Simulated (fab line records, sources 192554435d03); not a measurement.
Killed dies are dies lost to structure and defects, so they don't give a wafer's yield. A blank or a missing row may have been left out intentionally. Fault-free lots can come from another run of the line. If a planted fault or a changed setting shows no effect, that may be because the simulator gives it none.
Which of the tools did it? | flow n5Finfet | 24 lots, 72 wafers sampled, at 4 steps of a route of 1938

== WHAT EACH GAUGE READ, for each wafer ==
N5_BEOL_M9_CD_MEAS_11: the cd target is 64.1 nm.
lot  | measured     | on       | cdNm (nm)
L074 | day 9 12:31  | cdSem-03 | 64.4 64.9 64.3
L075 | day 9 18:05  | cdSem-02 | 64.8 63.5 64.4
L076 | day 10 14:31 | cdSem-03 | 64.8 64.3 64.3
L080 | day 11 06:22 | cdSem-01 | 63.1 64.2 63.8
L078 | day 11 08:42 | cdSem-03 | 63.2 62.7 63.5
L077 | day 11 09:01 | cdSem-02 | 64.1 64.3 63.2
L079 | day 11 09:13 | cdSem-01 | 63.4 64.2 64.5
L082 | day 11 12:34 | cdSem-02 | 63.2 63.3 63.2
L083 | day 11 12:58 | cdSem-01 | 65.1 64.5 63.4
L081 | day 11 21:02 | cdSem-01 | 64.7 63.7 64.2
L084 | day 12 16:24 | cdSem-01 | 64.1 65.1 63.7
L085 | day 12 21:08 | cdSem-01 | 63.6 64.2 64.3
L086 | day 13 07:20 | cdSem-01 | 64.0 64.7 64.7
L088 | day 13 10:49 | cdSem-01 | 63.3 64.0 64.7
L087 | day 13 14:05 | cdSem-01 | 64.1 64.1 63.9
L089 | day 14 02:17 | cdSem-01 | 64.3 65.1 64.9
L090 | day 14 06:08 | cdSem-02 | 63.7 63.8 64.1
L091 | day 14 10:40 | cdSem-03 | 64.3 63.6 64.3
L092 | day 14 10:50 | cdSem-03 | 63.9 64.3 64.0
L093 | day 14 18:22 | cdSem-01 | 64.9 64.6 64.7
L094 | day 15 00:59 | cdSem-02 | 64.5 64.5 64.8
L095 | day 15 06:15 | cdSem-01 | 64.5 63.8 64.5
L096 | day 15 23:59 | cdSem-03 | 63.6 64.2 63.7
L097 | day 16 03:44 | cdSem-03 | 64.3 64.4 63.9

N5_BEOL_M9_OCD_MEAS_38.
lot  | measured     | on     | trenchDepthNm (nm)
L074 | day 9 15:37  | ocd-01 | 152.2 150.2 152.3
L075 | day 9 20:49  | ocd-01 | 148.3 151.5 147.3
L076 | day 10 18:54 | ocd-01 | 148.0 148.8 148.3
L080 | day 11 07:53 | ocd-01 | 149.3 149.5 152.3
L078 | day 11 12:10 | ocd-02 | 149.5 144.9 149.8
L077 | day 11 12:44 | ocd-01 | 147.3 152.9 147.4
L079 | day 11 13:10 | ocd-02 | 148.6 146.3 148.5
L082 | day 11 15:01 | ocd-01 | 150.4 155.4 148.8
L083 | day 11 16:35 | ocd-01 | 148.6 148.8 148.2
L081 | day 11 23:53 | ocd-02 | 147.0 154.8 151.1
L084 | day 12 18:30 | ocd-02 | 152.3 154.0 150.7
L085 | day 13 01:58 | ocd-01 | 150.1 155.8 147.9
L086 | day 13 10:24 | ocd-01 | 151.2 149.3 149.3
L088 | day 13 12:28 | ocd-02 | 150.9 153.0 153.3
L087 | day 13 17:11 | ocd-02 | 153.9 154.1 148.4
L089 | day 14 05:40 | ocd-02 | 152.8 151.5 150.7
L090 | day 14 11:28 | ocd-01 | 154.4 152.8 153.7
L091 | day 14 15:07 | ocd-01 | 155.7 149.5 154.2
L092 | day 14 15:33 | ocd-01 | 154.4 154.5 149.7
L093 | day 14 22:21 | ocd-01 | 149.3 154.8 154.4
L094 | day 15 05:43 | ocd-01 | 150.9 147.1 152.0
L095 | day 15 08:49 | ocd-01 | 149.1 150.4 149.5
L096 | day 16 03:12 | ocd-01 | 153.5 150.8 148.3
L097 | day 16 05:12 | ocd-02 | 152.8 147.3 149.2

N5_BEOL_M9_THK_MEAS_53: measures by xrf.
lot  | measured     | on           | M9_THK (nm)
L074 | day 9 18:44  | filmMetro-01 | 137 137 137
L075 | day 9 23:53  | filmMetro-02 | 137 141 136
L076 | day 10 21:45 | filmMetro-01 | 135 136 135
L080 | day 11 10:28 | filmMetro-02 | 139 137 142
L078 | day 11 15:25 | filmMetro-01 | 136 132 135
L077 | day 11 15:28 | filmMetro-01 | 135 140 134
L079 | day 11 15:46 | filmMetro-01 | 134 133 134
L082 | day 11 18:16 | filmMetro-01 | 136 142 135
L083 | day 11 18:52 | filmMetro-01 | 136 134 133
L081 | day 12 02:54 | filmMetro-01 | 133 141 139
L084 | day 12 21:38 | filmMetro-02 | 141 144 139
L085 | day 13 05:07 | filmMetro-01 | 140 143 137
L086 | day 13 12:43 | filmMetro-02 | 139 137 138
L088 | day 13 14:52 | filmMetro-01 | 137 139 141
L087 | day 13 19:38 | filmMetro-02 | 143 142 137
L089 | day 14 08:01 | filmMetro-02 | 142 140 140
L090 | day 14 14:02 | filmMetro-01 | 141 143 144
L091 | day 14 17:30 | filmMetro-02 | 144 137 141
L092 | day 14 17:59 | filmMetro-01 | 141 140 135
L093 | day 15 01:26 | filmMetro-01 | 138 141 141
L094 | day 15 09:35 | filmMetro-01 | 135 133 137
L095 | day 15 11:14 | filmMetro-01 | 134 135 134
L096 | day 16 05:42 | filmMetro-01 | 139 136 134
L097 | day 16 08:09 | filmMetro-01 | 142 133 137

== TOOL THAT RAN EACH LOT (tool first, then ch and the chambers of the sampled wafers, then the start) ==
lot  | N5_BEOL_M9_ANNEAL_51
L074 | rtpAnneal-02 ch 0, day 9 18:13
L075 | rtpAnneal-02 ch 0, day 9 23:20
L076 | rtpAnneal-01 ch 0, day 10 20:53
L080 | rtpAnneal-01 ch 0, day 11 09:58
L078 | rtpAnneal-01 ch 0, day 11 14:43
L077 | rtpAnneal-02 ch 0, day 11 14:58
L079 | rtpAnneal-02 ch 0, day 11 15:14
L082 | rtpAnneal-01 ch 0, day 11 17:42
L083 | rtpAnneal-02 ch 0, day 11 18:19
L081 | rtpAnneal-01 ch 0, day 12 02:19
L084 | rtpAnneal-01 ch 0, day 12 21:02
L085 | rtpAnneal-02 ch 0, day 13 04:28
L086 | rtpAnneal-01 ch 0, day 13 12:08
L088 | rtpAnneal-01 ch 0, day 13 14:17
L087 | rtpAnneal-02 ch 0, day 13 19:02
L089 | rtpAnneal-02 ch 0, day 14 07:26
L090 | rtpAnneal-02 ch 0, day 14 13:26
L091 | rtpAnneal-02 ch 0, day 14 16:56
L092 | rtpAnneal-01 ch 0, day 14 17:25
L093 | rtpAnneal-02 ch 0, day 15 00:51
L094 | rtpAnneal-02 ch 0, day 15 09:02
L095 | rtpAnneal-01 ch 0, day 15 10:39
L096 | rtpAnneal-02 ch 0, day 16 05:06
L097 | rtpAnneal-01 ch 0, day 16 07:34
- N5_BEOL_M9_ANNEAL_51: time 90 s.

== AS READ BY THE TOOLS THEMSELVES (means over the sampled wafers that have a number; for cases with no such wafer, the mark the record gives instead) ==
N5_BEOL_M9_ANNEAL_51.
lot  | tool         | wafer_temp_C_max
L074 | rtpAnneal-02 | 226.8
L075 | rtpAnneal-02 | 226.2
L076 | rtpAnneal-01 | 225.8
L080 | rtpAnneal-01 | 226.0
L078 | rtpAnneal-01 | 226.0
L077 | rtpAnneal-02 | 226.2
L079 | rtpAnneal-02 | 226.4
L082 | rtpAnneal-01 | 225.8
L083 | rtpAnneal-02 | 226.7
L081 | rtpAnneal-01 | 225.8
L084 | rtpAnneal-01 | 226.0
L085 | rtpAnneal-02 | 226.5
L086 | rtpAnneal-01 | 225.6
L088 | rtpAnneal-01 | 225.9
L087 | rtpAnneal-02 | 226.0
L089 | rtpAnneal-02 | 226.4
L090 | rtpAnneal-02 | 226.4
L091 | rtpAnneal-02 | 226.2
L092 | rtpAnneal-01 | 225.9
L093 | rtpAnneal-02 | 226.6
L094 | rtpAnneal-02 | 226.7
L095 | rtpAnneal-01 | 225.8
L096 | rtpAnneal-02 | 226.2
L097 | rtpAnneal-01 | 226.0

== THE ANSWER, worked out from the rows above alone ==
Rule: the lots themselves supply what counts as usual. Put in order of their means at a reading, lots are off if they are a third of the lots or fewer, leave a main group of 4 or more, and stand apart from it by a gap of 3 or more times the standard deviation of the main group's means; of several such gaps the widest counts. A main group is skipped when, at the precision printed for the reading in the tables above, its means are all equal. Also off: a lot with no number at a reading for which 4 or more lots have one. Any other lot the step has rows for is counted as sound. The gauges are gone through in route order, then the tools' own readings, and for those a lot's mean is taken as printed above. At the first step where some lot is off, the reading lying furthest off is the one used; lots without a number count as furthest.
Across all readings shown, no lot is off: no conclusion can be drawn from this.

== WHAT HAD BEEN PUT IN BY THE SIMULATOR ==
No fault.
